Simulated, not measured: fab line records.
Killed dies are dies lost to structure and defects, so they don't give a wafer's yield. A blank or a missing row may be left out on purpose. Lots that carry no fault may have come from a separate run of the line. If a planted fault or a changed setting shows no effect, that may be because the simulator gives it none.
fab line records	flow n5-finfet
[record] lots = 6	wafers = 18	last-day = 16
route steps=1938 shown HKMG_FIN@437 BEOL_M4@1111 PASSIVATION@1936
lots that met no fault: from a run of the same line without faults
start-h: the number of hours between the record's first day and the start of the first shown wafer of the lot	wait-h: hours from the lot's prior step to this one	" as in the row above	L1.1+2: one row covering several wafers at once	- no value, or no start was given	* or withheld: withheld	< > ~ a bound
route shown NAME@n: names a module that has steps shown in the file, with the first one's number in the route	usual: mean and standard deviation over wafers with no fault	same: alike in all rows	chamber/n: place in a boat	sites: the reading at each site	_std_site: standard deviation of those values	_edge_site: inner sites' mean taken away from outer sites' mean	radius-mm: for every site, how far away it sits from the centre of the wafer	mask NAME#n: copy n	behind: the tool/chamber that last shaped the wafer	hold: what put the lot on hold/how long, in hours/how the hold closed	device: whichever transistor did not switch (one of n, p or np)	end of line: tests of these same wafers at the route's end	a step without rows: its recipe alone	killed: at the first sort, the dies lost to defects and structure; wafer yield is something else	map: a wafer's dies, x killed, . not, _ none there
set.NAME: the setting as run; set.NAME@STEP: as run at that earlier step	model.NAME: the simulator's own value behind a step, which no gauge read
certain route steps with their lots: each step a table, each wafer a row
services: when a tool's chamber went out of use (start-h, in hours from the record's first day, below 0 if earlier), for how many hours, and the reason
[[steps]]
[step N5_HKMG_FIN_STRIP_34]
[recipe] chemistry = CF4	resist = SiARC	power-w = 300	bias-power-w = 75	pressure-mtorr = 50	cf4-flow-sccm = 150	rf-frequency-hz = 6e+07
[usual] drypump-motor-current-A = 5.6/0.41	oes-product-au = 0.76/0.079	rf-vpp-V = 270.9/1.3	showerhead-plenum-p-Torr = 1.78/0.048	throttle-valve-pct = 13.58/0.2
lot.wafer	tool	chamber	start-h	wait-h	drypump-motor-current-A	oes-product-au	rf-hours-counter-h	rf-vpp-V	showerhead-plenum-p-Torr	throttle-valve-pct
L336.2	rie-diel-05	2	76.81	0.0	5.6	0.76	153	274.0	1.86	13.26
L336.4	"	3	"	"	5.2	0.68	-	271.2	1.77	14.00
L336.5	"	0	"	"	5.7	0.74	-	270.6	1.79	13.62
L338.2	rie-diel-05	3	87.60	0.0	5.2	0.68	236	271.3	1.77	13.99
L338.3	"	2	"	"	5.7	0.76	157	272.4	1.86	13.26
L338.5	"	1	"	"	5.2	0.75	-	271.3	1.78	13.54
L343.1	rie-diel-03	2	119.94	0.0	6.2	0.75	145	270.8	1.71	13.53
L343.2	"	3	"	"	5.6	0.92	16	270.4	1.76	13.36
L343.4	"	0	"	"	6.1	0.82	78	270.3	1.74	13.49
L345.1	rie-diel-06	2	130.48	0.0	5.6	0.68	239	269.1	1.71	13.79
L345.5	"	3	"	"	6.5	0.73	-	270.1	1.71	13.54
L345.6	"	2	"	"	5.6	0.69	-	269.2	1.71	13.81
L346.4	rie-diel-03	3	138.07	0.0	5.6	0.90	-	270.4	1.76	13.37
L346.5	"	2	"	"	6.2	0.74	-	270.8	1.71	13.55
L346.6	"	0	"	"	6.1	0.80	-	271.0	1.74	13.53
L357.3	rie-diel-05	0	201.52	0.0	5.7	0.71	200	271.0	1.78	13.73
L357.4	"	3	"	"	5.2	0.88	23	270.1	1.76	13.52
L357.5	"	0	"	"	5.7	0.71	-	270.9	1.78	13.71
[step N5_HKMG_FIN_ETCH_35]
[recipe] chemistry = N2/H2	target = SOC	target-depth-a = 2158	ion-energy-ev = 65	bias-w = 5	source-w = 3000	time-s = 243.4	pressure-mtorr = 30	n2-flow-sccm = 200	h2-flow-sccm = 200
[step N5_HKMG_FIN_STRIP_92]
[recipe] chemistry = N2/H2	material = SOC	time-s = 20	power-w = 500	temp-c = 40	pressure-mtorr = 50	rf-frequency-hz = 6e+07	bias-power-w = 8	h2-frac = 0.5	n2-flow-sccm = 300	h2-flow-sccm = 300
[step N5_HKMG_FIN_WET_ETCH_18]
[recipe] chemistry = SC1	target = TiN	mix = 1:1:5	temp-c = *	time-s = 55	target-depth-nm = 5.2	dry = ipa-marangoni	rinse-time-s = 30	rinse-temp-c = 23
[step N5_HKMG_FIN_STRIP_19]
[recipe] chemistry = N2/H2	power-w = 2500	temp-c = 300	h2-frac = 0.65	time-s = 360	pressure-mtorr = withheld	n2-flow-sccm = 1750	h2-flow-sccm = 3250
[usual] drypump-motor-current-A = 5.39/0.18	heater-power-w = 482/46
[same] time-s = 360
lot.wafer	tool	chamber	start-h	wait-h	drypump-motor-current-A	heater-power-w	rf-hours-counter-h
L336.2	plasma-asher-02	0	77.12	0.0	5.54	516	87
L336.4	"	0	"	"	5.51	534	-
L336.5	"	1	"	"	5.29	402	-
L338.2	plasma-asher-01	0	88.05	0.2	5.15	432	38
L338.3	"	0	"	"	5.16	446	-
L338.5	"	1	"	"	5.60	536	-
L343.1	plasma-asher-01	0	120.25	0.0	5.16	449	45
L343.2	"	1	"	"	5.57	524	45
L343.4	"	1	"	"	5.58	501	-
L345.1	plasma-asher-02	0	130.79	0.0	5.53	526	97
L345.5	"	1	"	"	5.30	415	-
L345.6	"	0	"	"	5.52	524	-
L346.4	plasma-asher-01	1	138.50	0.1	5.58	550	-
L346.5	"	0	"	"	5.17	467	-
L346.6	"	1	"	"	5.57	528	-
L357.3	plasma-asher-01	0	202.09	0.3	5.14	445	-
L357.4	"	1	"	"	5.59	535	-
L357.5	"	0	"	"	5.16	449	-
[step N5_HKMG_FIN_ALD_91]
[recipe] material = TiN	target-thk-a = 10	temp-c = 400	ald-precursor-family = TiCl4	ald-co-reactant = NH3	pulse-time-s = 1	purge-time-s = 3	co-reactant-purge-time-s = 2	co-reactant-pulse-time-s = 2	ald-cycles = 47	pressure-torr = 3
[usual] heater-power-w = 851/81	precursor-pulse-height-rel = 1.003/0.021	susceptor-temp-C = 399.99/0.23
lot.wafer	tool	chamber	start-h	wait-h	heater-power-w	precursor-pulse-height-rel	susceptor-temp-C
L336.2	ald-metal-02	2	77.51	0.3	826	0.994	400.04
L336.4	"	3	"	"	752	1.036	399.37
L336.5	"	2	"	"	811	1.034	399.94
L338.2	ald-metal-03	1	88.43	0.3	905	0.998	400.07
L338.3	"	3	"	"	877	1.006	400.24
L338.5	"	3	"	"	892	1.013	400.59
L343.1	ald-metal-02	0	120.64	0.3	861	1.007	399.98
L343.2	"	2	"	"	835	1.001	400.14
L343.4	"	2	"	"	802	0.999	399.75
L345.1	ald-metal-02	3	131.17	0.3	754	0.983	399.64
L345.5	"	2	"	"	834	0.979	399.83
L345.6	"	3	"	"	754	0.994	399.97
L346.4	ald-metal-02	0	138.76	0.1	871	0.980	399.95
L346.5	"	2	"	"	812	1.007	399.52
L346.6	"	1	"	"	864	0.998	399.84
L357.3	ald-metal-03	0	202.35	0.1	932	1.018	400.08
L357.4	"	2	"	"	980	0.965	400.18
L357.5	"	0	"	"	920	1.006	399.97
[step N5_HKMG_FIN_COAT_85]
[recipe] resist = SOC	temp-c = 250	time-s = 60	spin-rpm = 1500	resist-thk-nm = 300
[step N5_HKMG_FIN_ETCH_86]
[recipe] chemistry = N2/H2	target = SOC	target-depth-a = 3932	stop-on = TiN	ion-energy-ev = 100	bias-w = 61	pressure-mtorr = 30	source-w = 850	n2-flow-sccm = 200	h2-flow-sccm = 200
[usual] drypump-motor-current-A = 5.7/0.42	oes-product-au = 0.78/0.087	rf-vpp-V = 240.3/1.3	showerhead-plenum-p-Torr = 2.51/0.07	throttle-valve-pct = 17.79/0.21
lot.wafer	tool	chamber	start-h	wait-h	drypump-motor-current-A	oes-product-au	rf-hours-counter-h	rf-vpp-V	showerhead-plenum-p-Torr	throttle-valve-pct
L336.2	rie-diel-05	3	77.96	-	5.2	0.68	233	240.7	2.50	18.16
L336.4	"	2	"	"	5.7	0.76	154	242.9	2.64	17.42
L336.5	"	0	"	"	5.7	0.74	-	240.5	2.53	17.76
L338.2	rie-diel-03	0	88.77	-	6.1	0.84	68	239.9	2.46	17.61
L338.3	"	2	"	"	6.2	0.75	134	238.9	2.46	17.91
L338.5	"	1	"	"	5.3	0.66	-	240.8	2.61	18.25
L343.1	rie-diel-03	3	121.14	-	5.6	0.92	16	240.9	2.49	17.63
L343.2	"	0	"	"	6.1	0.82	79	238.9	2.46	17.64
L343.4	"	2	"	"	6.2	0.75	-	239.2	2.45	17.93
L345.1	rie-diel-03	0	131.51	-	6.2	0.81	83	238.9	2.46	17.64
L345.5	"	0	"	"	6.1	0.81	-	240.2	2.46	17.65
L345.6	"	2	"	"	6.2	0.74	-	241.1	2.45	17.93
L346.4	rie-diel-03	2	139.13	-	6.2	0.74	-	238.9	2.45	17.95
L346.5	"	0	"	"	6.1	0.81	-	241.1	2.45	17.67
L346.6	"	3	"	"	5.6	0.91	-	240.5	2.49	17.65
L357.3	rie-diel-06	2	202.70	-	5.7	0.95	7	242.8	2.72	17.48
L357.4	"	3	"	"	6.4	0.70	209	239.6	2.41	17.74
L357.5	"	3	"	"	6.4	0.70	-	238.3	2.41	17.75
[step N5_HKMG_FIN_STRIP_89]
[recipe] chemistry = N2/H2	material = SOC	time-s = 20	power-w = 500	temp-c = 40	pressure-mtorr = 50	rf-frequency-hz = 6e+07	bias-power-w = 8	h2-frac = 0.5	n2-flow-sccm = 300	h2-flow-sccm = 300
[usual] drypump-motor-current-A = 5.7/0.42	oes-product-au = 0.79/0.089	rf-vpp-V = 54.1/0.89	showerhead-plenum-p-Torr = 3.32/0.09	throttle-valve-pct = 19.0/0.34
[same] time-s = 20
lot.wafer	tool	chamber	start-h	wait-h	drypump-motor-current-A	oes-product-au	rf-hours-counter-h	rf-vpp-V	showerhead-plenum-p-Torr	throttle-valve-pct
L336.2	rie-diel-05	3	78.02	0.0	5.2	0.69	233	54.3	3.31	19.4
L336.4	"	2	"	"	5.6	0.77	154	53.8	3.48	18.7
L336.5	"	0	"	"	5.7	0.75	-	54.6	3.35	18.8
L338.2	rie-diel-03	0	88.83	0.0	6.1	0.86	68	56.0	3.26	18.6
L338.3	"	2	"	"	6.2	0.78	134	53.2	3.25	19.3
L338.5	"	1	"	"	5.3	0.67	-	54.8	3.45	19.7
L343.1	rie-diel-03	3	121.20	0.0	5.6	0.93	16	54.4	3.30	18.8
L343.2	"	0	"	"	6.1	0.85	79	54.7	3.25	18.6
L343.4	"	2	"	"	6.2	0.77	-	54.4	3.25	19.3
L345.1	rie-diel-03	0	131.57	0.0	6.1	0.84	84	52.1	3.25	18.6
L345.5	"	0	"	"	6.1	0.84	-	52.4	3.25	18.6
L345.6	"	2	"	"	6.2	0.76	-	53.0	3.24	19.3
L346.4	rie-diel-03	2	139.20	0.0	6.2	0.77	-	54.2	3.24	19.3
L346.5	"	0	"	"	6.1	0.83	-	54.8	3.25	18.6
L346.6	"	3	"	"	5.6	0.91	-	53.1	3.29	18.9
L357.3	rie-diel-06	2	202.76	0.0	5.7	0.94	7	54.2	3.58	18.5
L357.4	"	3	"	"	6.4	0.71	209	53.9	3.19	18.9
L357.5	"	3	"	"	6.4	0.71	-	54.7	3.19	18.9
[step N5_HKMG_FIN_WET_ETCH_87]
[recipe] chemistry = SC1	target = TiN	mix = 1:2:40	temp-c = 50	time-s = 154.2	target-depth-nm = 4.7	dry = ipa-marangoni	rinse-time-s = 30	rinse-temp-c = 23
[step N5_HKMG_FIN_STRIP_88]
[recipe] chemistry = N2/H2	power-w = 2500	temp-c = 300	h2-frac = 0.65	time-s = 360	pressure-mtorr = withheld	n2-flow-sccm = 1750	h2-flow-sccm = 3250
[step N5_HKMG_FIN_NWFM_ALD_20]
[recipe] material = TiAlC	target-thk-a = 20	temp-c = 300	ald-precursor-family = TiCl4	ald-co-reactant = TEA	pulse-time-s = 3	purge-time-s = 2	co-reactant-purge-time-s = 2	co-reactant-pulse-time-s = 10	ald-cycles = 7	pressure-torr = 3
[step N5_HKMG_FIN_ALD_71]
[recipe] material = TiN	target-thk-a = 10	temp-c = 400	ald-precursor-family = TiCl4	ald-co-reactant = NH3	pulse-time-s = 1	purge-time-s = 3	co-reactant-purge-time-s = 2	co-reactant-pulse-time-s = 2	ald-cycles = 47	pressure-torr = 3
[usual] heater-power-w = 872/89	precursor-pulse-height-rel = 1.001/0.02	susceptor-temp-C = 400.01/0.24
lot.wafer	tool	chamber	start-h	wait-h	heater-power-w	precursor-pulse-height-rel	susceptor-temp-C
L336.2	ald-metal-01	1	78.71	0.0	922	1.033	400.13
L336.4	"	3	"	"	728	1.019	400.10
L336.5	"	2	"	"	748	1.004	399.70
L338.2	ald-metal-02	1	89.50	0.0	884	0.992	399.89
L338.3	"	2	"	"	838	0.999	399.98
L338.5	"	1	"	"	870	1.020	399.82
L343.1	ald-metal-01	3	121.87	0.0	776	1.008	403.98
L343.2	"	0	"	"	977	1.013	404.37
L343.4	"	2	"	"	791	0.976	404.33
L345.1	ald-metal-01	0	132.24	0.0	976	0.995	404.23
L345.5	"	3	"	"	768	1.012	404.17
L345.6	"	0	"	"	979	1.033	404.17
L346.4	ald-metal-03	2	139.84	0.0	1003	0.997	399.49
L346.5	"	3	"	"	896	0.970	399.78
L346.6	"	0	"	"	947	0.966	399.92
L357.3	ald-metal-02	2	203.43	0.0	834	0.956	400.22
L357.4	"	1	"	"	886	0.993	400.32
L357.5	"	1	"	"	876	1.005	400.09
[step N5_HKMG_FIN_COAT_66]
[recipe] resist = SOC	temp-c = 250	time-s = 60	spin-rpm = 1500	resist-thk-nm = 300
[step N5_BEOL_M4_RC_MEAS_101]
[usual] DIBL_N = 35.8/1.8	DIBL_P = 35.6/2	IOFF_N = 0.148/0.028	IOFF_P = 0.20/0.034	ION_N = 672/12	ION_P = 462/8.5	SS_N = 71.2/0.65	SS_P = 73.1/0.67	VT_N = 251/3.3	VT_P = -251/3.8
lot.wafer	tool	chamber	start-h	wait-h	DIBL_N[mV/V]	DIBL_P[mV/V]	IOFF_N[nA/um]	IOFF_P[nA/um]	ION_N[uA/um]	ION_P[uA/um]	SS_N[mV/dec]	SS_P[mV/dec]	VT_N[mV]	VT_P[mV]
L336.2	prober-02	0	159.32	0.2	32.9	34.5	0.131	0.15	678	454	70.7	72.3	253	-257
L336.4	"	0	"	"	35.3	36.7	0.157	0.18	682	457	72.1	72.9	251	-256
L336.5	"	0	"	"	32.1	33.1	0.114	0.14	654	446	71.1	72.3	255	-258
L338.2	prober-01	0	168.42	0.2	32.4	32.2	0.107	0.17	660	460	71.4	71.9	257	-252
L338.3	"	0	"	"	36.7	36.5	0.182	0.23	689	468	71.9	73.5	249	-249
L338.5	"	0	"	"	34.7	34.9	0.139	0.19	677	465	71.4	72.2	255	-251
L343.1	prober-01	0	202.10	0.0	39.4	37.9	0.207	0.27	693	484	71.9	74.3	244	-243
L343.2	"	0	"	"	36.9	35.3	0.155	0.22	672	468	71.6	73.5	251	-246
L343.4	"	0	"	"	36.8	36.0	0.171	0.24	689	481	71.8	72.6	246	-244
L345.1	prober-02	0	218.10	0.0	36.0	35.9	0.134	0.21	676	468	71.1	72.8	253	-247
L345.5	"	0	"	"	36.2	35.7	0.143	0.20	680	466	70.4	73.2	251	-247
L345.6	"	0	"	"	35.4	35.4	0.123	0.20	659	465	71.1	73.1	253	-251
L346.4	prober-01	0	221.97	0.5	35.9	36.5	0.144	0.20	674	469	71.4	73.4	252	-253
L346.5	"	0	"	"	35.4	35.2	0.135	0.18	678	466	69.6	72.9	253	-253
L346.6	"	0	"	"	35.8	34.9	0.143	0.18	665	454	70.8	73.1	253	-253
L357.3	prober-01	0	290.62	0.3	36.1	36.8	0.140	0.20	661	454	71.8	73.3	253	-249
L357.4	"	0	"	"	38.2	38.9	0.176	0.23	672	461	72.2	73.3	248	-251
L357.5	"	0	"	"	36.3	37.5	0.148	0.20	662	455	71.2	74.3	250	-250
[step N5_PASSIVATION_PROBE_49]
[usual] defect-limited-yield = 91.3/1.5	killed_at_M0_to_M3 = 34/11	killed_at_M4_up = 14/6.1	killed-at-contacts = 12/5.9	killed-at-front-end = 39/11	killed-at-other = 4/3.3	killed-dies = 102/18	killed-open = 67/13	killed-short = 33/7.9	sort_bin_5_function = 5.1/1	sort_bin_6_memory = 3.3/0.7	sort-n-pass = 1077/19	sort-yield-pct = 91.3/1.6
[same] gross-dies = 1180	killed-at-back-side = 0	sort_bin_4_leakage[%] = 0	sort_bin_8_speed[%] = 0
lot.wafer	tool	chamber	start-h	wait-h	defect-limited-yield[%]	killed_at_M0_to_M3	killed_at_M4_up	killed-at-contacts	killed-at-front-end	killed-at-other	killed-dies	killed-open	killed-short	sort_bin_5_function[%]	sort_bin_6_memory[%]	sort-n-pass	sort-yield-pct[%]
L336.2	prober-01	-	253.59	0.1	89.4	30	13	14	62	6	125	88	37	6.5	3.5	1055	89.4
L336.4	prober-01	-	253.69	0.2	91.7	32	7	13	42	4	98	62	33	4.8	3.1	1082	91.7
L336.5	prober-01	-	253.74	0.2	92.9	37	11	6	28	2	84	61	22	4.7	2.2	1096	92.9
L343.1	prober-01	-	298.42	0.0	91.5	27	22	7	40	4	100	71	27	4.3	3.8	1080	91.5
L343.2	prober-01	-	298.47	0.1	92.2	12	17	10	51	2	92	67	21	4.1	3.1	1088	92.2
L343.4	prober-01	-	298.57	0.2	89.8	21	25	11	61	2	120	82	37	5.9	3.8	1060	89.8
L346.4	prober-02	-	320.20	0.2	91.5	29	11	13	40	7	100	56	39	5.1	3.1	1080	91.5
L346.5	prober-02	-	320.25	0.2	90.9	31	20	14	38	4	107	71	35	5.4	3.1	1073	90.9
L346.6	prober-02	-	320.30	0.3	91.6	26	12	11	46	4	99	60	31	5.2	3.0	1081	91.6
L345.1	prober-01	-	322.02	0.0	92.4	28	8	7	40	7	90	49	33	4.1	2.6	1090	92.4
L345.5	prober-01	-	322.22	0.2	90.3	37	14	13	46	4	114	60	50	4.7	4.2	1066	90.3
L345.6	prober-01	-	322.27	0.3	90.7	28	15	10	56	1	110	75	30	5.8	2.8	1070	90.7
// killed by level:class
L336.2 STI_FIN_REVEAL:geometric-particle:open=23 MOL_CONTACT_COAG:geometric-particle:open=11 FIN_SAQP:geometric-particle:open=8 FIN_SAQP:geometric-particle:short=7 BEOL_M0_SAQP:geometric-particle:open=7 BEOL_M1:geometric-particle:open=7 BEOL_M4:geometric-particle:open=6 STI_FIN_REVEAL:geometric-particle:short=5
L336.4 STI_FIN_REVEAL:geometric-particle:open=11 FIN_SAQP:geometric-particle:open=8 BEOL_M1:geometric-particle:open=8 MOL_CONTACT_COAG:geometric-particle:open=7 FIN_SAQP:geometric-particle:short=6 MOL_CONTACT_COAG:geometric-particle:short=6 BEOL_M2:geometric-particle:open=6 STARTING-WAFER:geometric-particle:short=6
L336.5 STI_FIN_REVEAL:geometric-particle:open=12 BEOL_M2:geometric-particle:open=11 BEOL_M1:geometric-particle:open=10 BEOL_M4:geometric-particle:open=7 MOL_CONTACT_COAG:geometric-particle:open=6 BEOL_M0:geometric-particle:short=4 FIN_SAQP:geometric-particle:short=3 STI_FIN_REVEAL:geometric-particle:short=3
L343.1 BEOL_M3:geometric-particle:open=11 FIN_SAQP:geometric-particle:open=10 STI_FIN_REVEAL:geometric-particle:open=8 BEOL_M1:geometric-particle:open=8 FIN_SAQP:geometric-particle:short=7 MOL_CONTACT_COAG:geometric-particle:open=6 STI_FIN_REVEAL:geometric-particle:short=5 BEOL_M2:geometric-particle:open=5
L343.2 FIN_SAQP:geometric-particle:open=21 MOL_CONTACT_COAG:geometric-particle:open=9 STI_FIN_REVEAL:geometric-particle:open=7 FIN_SAQP:geometric-particle:short=5 BEOL_M1:geometric-particle:open=5 BEOL_M4:geometric-particle:open=5 HKMG_FIN:area-etch=4 STI_FIN_REVEAL:geometric-particle:short=3
L343.4 STI_FIN_REVEAL:geometric-particle:open=19 FIN_SAQP:geometric-particle:open=16 MOL_CONTACT_COAG:geometric-particle:open=10 BEOL_M4:geometric-particle:open=9 FIN_SAQP:geometric-particle:short=8 BEOL_M1:geometric-particle:open=8 BEOL_M5:geometric-particle:open=5 STI_FIN_REVEAL:geometric-particle:short=4
L346.4 MOL_CONTACT_COAG:geometric-particle:open=10 STI_FIN_REVEAL:geometric-particle:open=10 BEOL_M0_SAQP:geometric-particle:open=8 DUMMY_GATE:geometric-particle:short=7 BEOL_M0_SAQP:geometric-particle:short=6 DUMMY_GATE:geometric-particle:open=5 BEOL_M1:geometric-particle:open=5 BEOL_M1:geometric-particle:short=4
L346.5 MOL_CONTACT_COAG:geometric-particle:open=11 BEOL_M4:geometric-particle:open=11 DUMMY_GATE:geometric-particle:open=10 BEOL_M0_SAQP:geometric-particle:short=10 GATE_CUT:geometric-particle:short=6 GATE_CUT:geometric-particle:open=5 BEOL_M0_SAQP:geometric-particle:open=5 BEOL_M0:geometric-particle:open=5
L346.6 STI_FIN_REVEAL:geometric-particle:open=9 FIN_SAQP:geometric-particle:short=8 MOL_CONTACT_COAG:geometric-particle:open=8 GATE_CUT:geometric-particle:short=6 BEOL_M0_SAQP:geometric-particle:open=6 BEOL_M0_SAQP:geometric-particle:short=6 BEOL_M1:geometric-particle:open=6 BEOL_M4:geometric-particle:open=5
L345.1 BEOL_M0_SAQP:geometric-particle:short=10 GATE_CUT:geometric-particle:open=9 BEOL_M1:geometric-particle:open=6 HKMG_FIN:area-etch=6 STI_FIN_REVEAL:geometric-particle:open=5 MOL_CONTACT_COAG:geometric-particle:short=4 BEOL_M0_SAQP:geometric-particle:open=4 STARTING-WAFER:geometric-particle:open=4
L345.5 BEOL_M0_SAQP:geometric-particle:short=13 BEOL_M0_SAQP:geometric-particle:open=10 GATE_CUT:geometric-particle:short=9 STI_FIN_REVEAL:geometric-particle:open=8 BEOL_M4:geometric-particle:open=8 FIN_SAQP:geometric-particle:open=7 MOL_CONTACT_COAG:geometric-particle:open=7 MOL_CONTACT_COAG:geometric-particle:short=6
L345.6 STI_FIN_REVEAL:geometric-particle:open=17 MOL_CONTACT_COAG:geometric-particle:open=9 FIN_SAQP:geometric-particle:open=8 BEOL_M2:geometric-particle:open=7 BEOL_M2:geometric-particle:short=7 GATE_CUT:geometric-particle:open=6 DUMMY_GATE:geometric-particle:open=5 STI_FIN_REVEAL:geometric-particle:short=4
[[services]]
tool	chamber	start-h	hours	kind
ald-metal-01	1	54.61	12.1	repair
rie-diel-03	3	60.97	-	clean
rie-diel-03	3	60.97	-	consumable-replace:focus-ring
rie-diel-03	3	60.97	14.1	scheduled-down
rie-diel-03	3	60.97	14.1	vent-cycle
ald-metal-02	0	83.91	9.8	repair
plasma-asher-02	-	85.76	3.6	repair
ald-metal-02	1	93.60	30.1	repair
rie-diel-06	3	94.68	12.9	repair
ald-metal-02	3	97.60	3.6	repair
ald-metal-02	-	97.67	1.4	repair
ald-metal-02	-	107.38	0.4	repair
rie-diel-03	1	121.14	-	clean
rie-diel-03	1	121.14	-	consumable-replace:focus-ring
rie-diel-03	1	121.14	33.9	scheduled-down
rie-diel-03	1	121.14	33.9	vent-cycle
rie-diel-05	3	128.67	-	clean
rie-diel-05	3	128.67	-	consumable-replace:focus-ring
rie-diel-05	3	128.67	11.6	scheduled-down
rie-diel-05	3	128.67	11.6	vent-cycle
ald-metal-03	0	149.94	1.9	repair
rie-diel-05	2	169.34	16.3	repair
rie-diel-05	0	170.33	5.8	repair
plasma-asher-02	-	195.77	10.0	pm
[[key]]
[first-sign] step = N5_HKMG_FIN_ALD_71	reading = susceptor-temp-C	direction = up	sigmas = 17	usual = *	struck = *
effect none on later readings
met-at N5_HKMG_FIN_ALD_71
struck-wafers L343.1,L343.2,L343.4,L345.1,L345.5,L345.6
onset-between 78.71 121.87
[fault] kind = process-parameter-drift	tool = ald-metal-01	chamber = -	onset-h = 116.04	steps = N5_HKMG_FIN_ALD_71	channel = temp-c	offset = *	shape = step	end-h = 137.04	acts-in = *	stated = *
